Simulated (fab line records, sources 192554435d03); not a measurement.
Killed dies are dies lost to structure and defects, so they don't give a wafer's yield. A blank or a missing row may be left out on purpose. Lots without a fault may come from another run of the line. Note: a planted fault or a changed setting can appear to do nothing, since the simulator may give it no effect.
Chamber matching ; flow n5_finfet ; 4 sister chambers for N5_BEOL_M0_SAQP_ETCH_101 on rie_diel-02
The step etches SiNx in CH3F/O2, target depth 29.9 nm, time 42.7 s. 4 wafers are shown with their chamber, then 9 later ones without.

== WAFERS, EACH WITH ITS CHAMBER ==
wafer;chamber;drypump_motor_current_A (A)
L079.1;1;6.2
L084.5;3;6.5
L085.4;2;6.7
L085.5;0;5.1

== WAFERS MISSING THEIR CHAMBER ==
wafer;drypump_motor_current_A (A)
L092.2;6.5
L092.4;5.0
L092.6;6.2
L095.1;6.2
L095.3;6.7
L095.4;5.1
L097.1;5.1
L097.2;6.7
L097.6;6.1

== WHICH CHAMBER EACH ONE RAN IN ==
wafer;from the rows above;in truth
L092.2;3;3
L092.4;0;0
L092.6;1;1
L095.1;1;1
L095.3;2;2
L095.4;0;0
L097.1;0;0
L097.2;2;2
L097.6;1;1
Correct placement for 9 of the 9. Not placeable from these rows: 0. Wrongly placed: 0.
How it was worked out, from the rows above alone: a wafer's distance from a chamber is the root of the sum, over the readings, of the square of ((its reading less the chamber's mean) divided by the reading's scatter). If the next closest chamber is less than 2 further off than the closest, the wafer can't be placed; otherwise it belongs to the closest. A chamber's mean is the mean of its shown wafers. The scatter: root of mean squared gap, hidden wafer to nearest shown wafer, with one shown wafer a chamber.
